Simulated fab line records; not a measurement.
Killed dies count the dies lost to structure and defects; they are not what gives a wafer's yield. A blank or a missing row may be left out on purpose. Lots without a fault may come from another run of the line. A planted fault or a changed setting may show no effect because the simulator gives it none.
What tool caused it?	flow nandHarc	36 wafers from 12 lots sampled at 5 of the route's 1159 steps

== WHAT EACH GAUGE READ, for each wafer ==
NHARC_A_BONDPAD_THK_MEAS_20: measures by xrf.
lot	measured	on	thkNm (nm)
L618	day 18 07:07	filmMetro-01	168.2 171.1 169.1
L617	day 18 07:40	filmMetro-02	169.5 168.2 168.1
L619	day 18 08:00	filmMetro-01	167.4 167.0 167.5
L620	day 18 08:36	filmMetro-02	165.9 167.0 168.3
L621	day 18 17:47	filmMetro-01	171.5 170.9 170.2
L630	day 21 09:50	filmMetro-01	172.2 172.2 170.0
L629	day 22 05:35	filmMetro-02	170.3 169.8 170.6
L632	day 22 05:55	filmMetro-01	170.8 168.8 168.8
L633	day 22 12:02	filmMetro-01	170.0 170.9 169.3
L638	day 23 14:31	filmMetro-02	169.8 169.9 171.5
L639	day 23 08:34	filmMetro-01	170.0 169.5 168.5
L640	day 24 01:13	filmMetro-01	169.3 167.7 169.4

NHARC_END_SORT_01.
lot	measured	on	defectLimitedYield (%)	killedAtArray	killedAtOther	killedAtPeriphery	killedDies	killedOpen	killedShort	sort_bin_2_pct (%)	sort_bin_3_pct (%)	sort_bin_4_pct (%)	sortNPass	sortRimYieldPct (%)	sortYieldPct (%)
L620	day 23 00:46	prober-01	96.9 97.5 96.9	16 14 17	0 0 0	5 3 4	21 17 21	2 2 8	7 3 1	1.0 0.6 0.9	0.30 0.15 0.15	1.8 1.8 2.1	656 660 656	99 100 94	96.9 97.5 96.9
L630	day 24 08:00	prober-01	94.8 93.2 85.2	31 44 31	0 0 2	4 2 67	35 46 100	1 2 1	0 0 1	1.5 2.1 5.9	0.74 0.30 2.22	3.0 4.4 6.6	642 631 577	85 94 96	94.8 93.2 85.2
L629	day 24 15:58	prober-02	96.6 86.1 86.4	22 21 18	0 1 1	1 72 73	23 94 92	3 4 8	4 0 1	0.4 5.9 5.5	0.15 2.22 2.22	2.8 5.8 5.9	654 583 585	93 92 93	96.6 86.1 86.4
L640	day 26 06:52	prober-01	97.3 96.5 95.1	15 15 20	0 1 0	3 8 13	18 24 33	4 3 3	0 3 7	0.6 0.4 2.1	0.15 0.15 0.44	1.9 3.0 2.4	659 653 644	93 95 93	97.3 96.5 95.1

== WHAT TOOL EACH LOT RAN ON (gives the tool, then ch and the chambers of the sampled wafers, and finally the start) ==
lot	NHARC_P_BONDPAD_PVD_27	NHARC_THIN_TSV_DESCUM_35	NHARC_THIN_TSV_ETCH_36
L618	pvdSputter-03, day 6 13:49	rieDiel-10 ch 1,2, day 21 22:09	rieMetal-01 ch 0,1, day 21 22:32
L617	pvdSputter-01, day 6 14:03	rieDiel-12 ch 0,1,3, day 21 23:52	rieMetal-02 ch 0,1, day 22 00:14
L619	pvdSputter-01, day 7 00:09	rieDiel-12 ch 0,2,3, day 22 03:21	rieMetal-03 ch 0,1, day 22 03:44
L620	pvdSputter-01, day 7 01:10	rieDiel-10 ch 1,2, day 22 04:56	rieMetal-02 ch 0,1, day 22 05:18
L621	pvdSputter-03, day 7 10:47	rieDiel-10 ch 1,2, day 22 06:36	rieMetal-02 ch 0,1, day 22 07:01
L630	pvdSputter-01, day 9 11:51	rieDiel-10 ch 2,3, day 22 10:52	rieMetal-03 ch 0,1, day 22 11:14
L629	pvdSputter-01, day 9 18:59	rieDiel-12 ch 0,1,2, day 23 01:49	rieMetal-02 ch 0,1, day 23 02:11
L632	pvdSputter-03, day 10 03:27	rieDiel-10 ch 0,2, day 23 00:42	rieMetal-02 ch 0,1, day 23 01:04
L633	pvdSputter-03, day 10 15:21	rieDiel-12 ch 0,1,3, day 23 06:48	rieMetal-02 ch 0,1, day 23 07:11
L638	pvdSputter-03, day 11 10:37	rieDiel-09 ch 2,3, day 24 13:04	rieMetal-01 ch 0,1, day 24 13:27
L639	pvdSputter-03, day 11 23:50	rieDiel-10 ch 0,2, day 24 04:31	rieMetal-03 ch 0,1, day 24 04:54
L640	pvdSputter-02, day 12 10:01	rieDiel-09 ch 1,2, day 24 20:07	rieMetal-03 ch 0,1, day 24 20:31
- NHARC_P_BONDPAD_PVD_27: deposits Cu, target thk 30 nm, time 20.49 s.
- NHARC_THIN_TSV_DESCUM_35: chemistry O2, time 3 s.
- NHARC_THIN_TSV_ETCH_36: etches the open film in Cl2/BCl3, target depth 65 nm, time 18.571 s.

== AS READ BY THE TOOLS THEMSELVES (means over the sampled wafers that have a number; for cases with no such wafer, the mark the record gives instead) ==
NHARC_P_BONDPAD_PVD_27.
lot	tool	cathodeDcPowerW (W)	throttleValvePct (%)
L618	pvdSputter-03	5000.0	29.1
L617	pvdSputter-01	5000.5	30.8
L619	pvdSputter-01	4999.5	30.1
L620	pvdSputter-01	4999.9	30.6
L621	pvdSputter-03	4999.6	28.4
L630	pvdSputter-01	4999.2	30.2
L629	pvdSputter-01	5000.2	30.0
L632	pvdSputter-03	5000.4	29.2
L633	pvdSputter-03	4999.8	29.6
L638	pvdSputter-03	4999.3	28.5
L639	pvdSputter-03	4999.8	29.0
L640	pvdSputter-02	4999.6	29.8

NHARC_THIN_TSV_DESCUM_35.
lot	tool	drypumpMotorCurrentA (A)	oesProductAu (a.u.)	rfVppV (V)	showerheadPlenumPTorr (Torr)	throttleValvePct (%)
L618	rieDiel-10	6.2	0.993	57.5	1.95	11.305
L617	rieDiel-12	6.0	0.988	57.3	1.86	11.313
L619	rieDiel-12	6.0	0.990	57.3	1.85	11.304
L620	rieDiel-10	6.2	1.000	58.0	1.95	11.312
L621	rieDiel-10	6.2	1.000	57.5	1.95	11.302
L630	rieDiel-10	6.3	1.002	56.9	1.96	11.308
L629	rieDiel-12	6.3	0.992	58.0	1.89	11.302
L632	rieDiel-10	6.5	1.001	57.5	2.03	11.310
L633	rieDiel-12	6.0	0.999	57.5	1.86	11.315
L638	rieDiel-09	5.8	1.008	58.4	1.89	11.303
L639	rieDiel-10	6.5	0.998	57.4	2.03	11.307
L640	rieDiel-09	5.5	1.000	58.0	1.88	11.315

NHARC_THIN_TSV_ETCH_36.
lot	tool	drypumpMotorCurrentA (A)	oesProductAu (a.u.)
L618	rieMetal-01	5.97	1.006
L617	rieMetal-02	5.51	0.992
L619	rieMetal-03	5.31	1.003
L620	rieMetal-02	5.69	0.998
L621	rieMetal-02	5.72	1.003
L630	rieMetal-03	5.39	1.007
L629	rieMetal-02	5.53	0.992
L632	rieMetal-02	5.69	0.996
L633	rieMetal-02	5.50	1.004
L638	rieMetal-01	5.94	1.006
L639	rieMetal-03	5.33	1.018
L640	rieMetal-03	5.31	1.005

== THE ANSWER, worked out from the rows above alone ==
Rule: usual is defined by the lots themselves. The widest of any qualifying gaps counts: lots, ordered by their means at a reading, are off when they make up no more than a third of the lots, leave a main group of 4 or more, and stand apart from it by 3 or more times the standard deviation of that group's means. The tables above print the reading to a certain number of digits; a main group whose means all agree to those digits is not used. A lot without any number at a reading at which 4 lots or more have one is off too. All remaining lots with rows at the step are treated as sound. Order of review: gauges by route order, followed by the tools' own readings, for which a lot's mean as printed above is used. The first step at which some lot is off is used, and at that step the reading that is off furthest; a lot without a number counts as furthest.
Nothing can be told from this: no lot is off at any reading shown.

== WHAT THE SIMULATOR HAD PUT IN ==
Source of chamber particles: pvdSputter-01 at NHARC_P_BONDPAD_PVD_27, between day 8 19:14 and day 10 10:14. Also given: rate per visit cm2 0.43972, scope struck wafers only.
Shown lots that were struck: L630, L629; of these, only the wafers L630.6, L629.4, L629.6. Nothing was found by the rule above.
